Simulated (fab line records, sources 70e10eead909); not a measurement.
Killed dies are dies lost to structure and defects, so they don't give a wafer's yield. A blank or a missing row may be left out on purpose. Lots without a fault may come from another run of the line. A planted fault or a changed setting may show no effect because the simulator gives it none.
Which tool did it? | flow nand_harc | 15 lots, 42 wafers sampled, at 5 steps of a route of 1302

WHAT THE GAUGES READ, wafer by wafer
NHARC_A_ONON_D2_THK_MEAS_02: measures by ellipsometry.
lot  | measured     | on            | thk_nm (nm)
L682 | day 13 10:16 | film_metro-02 | 991 990 990
L683 | day 13 16:04 | film_metro-01 | 994 994 995
L685 | day 14 13:27 | film_metro-02 | 998 996 996
L684 | day 14 13:28 | film_metro-01 | 1009 1008 1008
L687 | day 15 12:07 | film_metro-01 | 983 984 984
L686 | day 15 12:10 | film_metro-02 | 990 989 990
L689 | day 16 04:29 | film_metro-02 | 990 990 990
L692 | day 16 23:33 | film_metro-01 | 1002 1003 1001
L691 | day 16 23:35 | film_metro-01 | 1012 1010 1010
L690 | day 16 23:40 | film_metro-01 | 1004 1005 1005
L697 | day 19 17:33 | film_metro-01 | 1007 659
L699 | day 20 00:41 | film_metro-01 | 995 647
L700 | day 20 20:56 | film_metro-01 | 997 648
L701 | day 21 11:24 | film_metro-02 | 1001 1001 1003
L703 | day 21 19:38 | film_metro-02 | 1001 1002 1004

NHARC_END_SORT_01.
lot  | measured     | on        | killed_at_array | killed_at_other | killed_at_periphery | killed_dies | killed_open | killed_short
L697 | day 33 00:43 | prober-02 | 29 668          | 0 2             | 4 7                 | 33 677      | 3 1         | 0 4
L699 | day 33 03:26 | prober-01 | 35 662          | 1 5             | 6 10                | 42 677      | 2 4         | 5 2
L700 | day 33 11:13 | prober-01 | 45 672          | 1 1             | 7 4                 | 53 677      | 7 3         | 3 1

WHICH TOOL RAN EACH LOT (tool, then ch and the chambers of the sampled wafers, then the start)
lot  | NHARC_A_CHANNEL_FILL_D1_ALD_25   | NHARC_A_CHANNEL_FILL_D1_CMP_10 | NHARC_A_ONON_D2_DEP_00
L682 | ald_hk-03 ch 1,2,3, day 11 14:32 | cmp-01 ch 0,3, day 12 00:02    | pecvd_onon-01 ch 0, day 13 09:52
L683 | ald_hk-02 ch 1,2, day 11 19:13   | cmp-01 ch 1,2, day 12 06:43    | pecvd_onon-03 ch 0, day 13 15:40
L685 | ald_hk-03 ch 1,2,3, day 12 15:28 | cmp-04 ch 0,2, day 13 02:07    | pecvd_onon-02 ch 0, day 14 12:56
L684 | ald_hk-01 ch 1,3, day 12 15:29   | cmp-01 ch 1,3, day 13 02:08    | pecvd_onon-03 ch 0, day 14 13:01
L687 | ald_hk-03 ch 1,2,3, day 13 13:58 | cmp-04 ch 1,2,3, day 14 01:16  | pecvd_onon-02 ch 0, day 15 11:37
L686 | ald_hk-02 ch 0,2,3, day 13 15:36 | cmp-01 ch 1,3, day 14 01:16    | pecvd_onon-03 ch 0, day 15 11:42
L689 | ald_hk-01 ch 0,2,3, day 14 02:14 | cmp-04 ch 1,3, day 14 13:42    | pecvd_onon-01 ch 0, day 16 04:05
L692 | ald_hk-02 ch 1,3, day 14 22:49   | cmp-01 ch 0,2, day 15 10:13    | pecvd_onon-02 ch 0, day 16 23:02
L691 | ald_hk-03 ch 0,2,3, day 14 23:25 | cmp-01 ch 0,1,3, day 15 10:05  | pecvd_onon-03 ch 0, day 16 23:04
L690 | ald_hk-01 ch 0,1, day 14 23:26   | cmp-03 ch 0,3, day 15 10:06    | pecvd_onon-01 ch 0, day 16 23:13
L697 | ald_hk-01 ch 2,3, day 17 17:08   | cmp-03 ch 1,3, day 18 03:14    | pecvd_onon-02 ch 0, day 19 17:13
L699 | ald_hk-01 ch 1,3, day 18 03:52   | cmp-03 ch 0,1, day 18 13:22    | pecvd_onon-02 ch 0, day 20 00:10
L700 | ald_hk-01 ch 0,1, day 18 22:25   | cmp-04 ch 0,3, day 19 09:48    | pecvd_onon-02 ch 0, day 20 20:25
L701 | ald_hk-03 ch 0,1,2, day 19 11:53 | cmp-03 ch 1,2,3, day 19 22:02  | pecvd_onon-01 ch 0, day 21 10:53
L703 | ald_hk-03 ch 0,1,2, day 19 23:22 | cmp-04 ch 0,2, day 20 10:10    | pecvd_onon-03 ch 0, day 21 19:08
- NHARC_A_CHANNEL_FILL_D1_ALD_25: deposits SiOx, target thk 60 nm, pulse time 10 s, ald cycles 600.
- NHARC_A_CHANNEL_FILL_D1_CMP_10: polishes, target thk 150 nm.
- NHARC_A_ONON_D2_DEP_00: target thk 1000 nm.

WHAT THE TOOLS THEMSELVES READ (means of the sampled wafers that have a number; where no wafer has one, the mark that the record gives instead)
NHARC_A_CHANNEL_FILL_D1_ALD_25.
lot  | tool      | heater_power_w (W) | precursor_pulse_height_rel
L682 | ald_hk-03 | 436                | 0.999
L683 | ald_hk-02 | 404                | 0.982
L685 | ald_hk-03 | 444                | 1.006
L684 | ald_hk-01 | 481                | 0.994
L687 | ald_hk-03 | 446                | 1.004
L686 | ald_hk-02 | 440                | 0.999
L689 | ald_hk-01 | 483                | 1.012
L692 | ald_hk-02 | 428                | 0.995
L691 | ald_hk-03 | 431                | 0.998
L690 | ald_hk-01 | 485                | 0.991
L697 | ald_hk-01 | 466                | 0.980
L699 | ald_hk-01 | 466                | 1.037
L700 | ald_hk-01 | 510                | 0.998
L701 | ald_hk-03 | 454                | 1.004
L703 | ald_hk-03 | 447                | 0.993

NHARC_A_CHANNEL_FILL_D1_CMP_10.
lot  | tool   | motor_current_A (A) | time_to_endpoint_s (s)
L682 | cmp-01 | 12.2                | 15.0
L683 | cmp-01 | 12.9                | 12.6
L685 | cmp-04 | 13.0                | 17.5
L684 | cmp-01 | 13.0                | 13.9
L687 | cmp-04 | 12.9                | 17.6
L686 | cmp-01 | 13.0                | 13.9
L689 | cmp-04 | 12.2                | 15.6
L692 | cmp-01 | 12.5                | 14.9
L691 | cmp-01 | 12.5                | 14.5
L690 | cmp-03 | 11.8                | 16.9
L697 | cmp-03 | 11.9                | 17.5
L699 | cmp-03 | 12.8                | 15.9
L700 | cmp-04 | 11.1                | 16.2
L701 | cmp-03 | 11.8                | 15.3
L703 | cmp-04 | 13.1                | 12.8

THE ANSWER, worked out from the rows above alone
Rule: what is usual is taken from the lots themselves. Put in order of their means at a reading, lots are off if they are a third of the lots or fewer, leave a main group of 4 or more, and stand apart from it by a gap of 3 or more times the standard deviation of the main group's means; of several such gaps the widest counts. A main group whose means are all the same, to the digits that the tables above print for the reading, isn't used. A lot without any number at a reading at which 4 lots or more have one is off too. The other lots that the step has rows for count as sound. The gauges are gone through in route order, then the tools' own readings, and for those a lot's mean is taken as printed above. The first step at which some lot is off is used, and at that step the reading that is off furthest; a lot without a number counts as furthest.
Off: L697, L699, L700, at NHARC_A_ONON_D2_THK_MEAS_02 (thk_nm). The main group: mean 998 nm, standard deviation 8.
A tool fits if, at a process step before that reading, it ran every lot that is off, and no sound lot after the first of them. The gauges at NHARC_A_ONON_D2_THK_MEAS_02 are tried like those tools. Can't be told from this: 3 tools fit, ald_hk-01 at NHARC_A_CHANNEL_FILL_D1_ALD_25, pecvd_onon-02 at NHARC_A_ONON_D2_DEP_00, film_metro-01 at NHARC_A_ONON_D2_THK_MEAS_02.

WHAT THE SIMULATOR HAD PUT IN
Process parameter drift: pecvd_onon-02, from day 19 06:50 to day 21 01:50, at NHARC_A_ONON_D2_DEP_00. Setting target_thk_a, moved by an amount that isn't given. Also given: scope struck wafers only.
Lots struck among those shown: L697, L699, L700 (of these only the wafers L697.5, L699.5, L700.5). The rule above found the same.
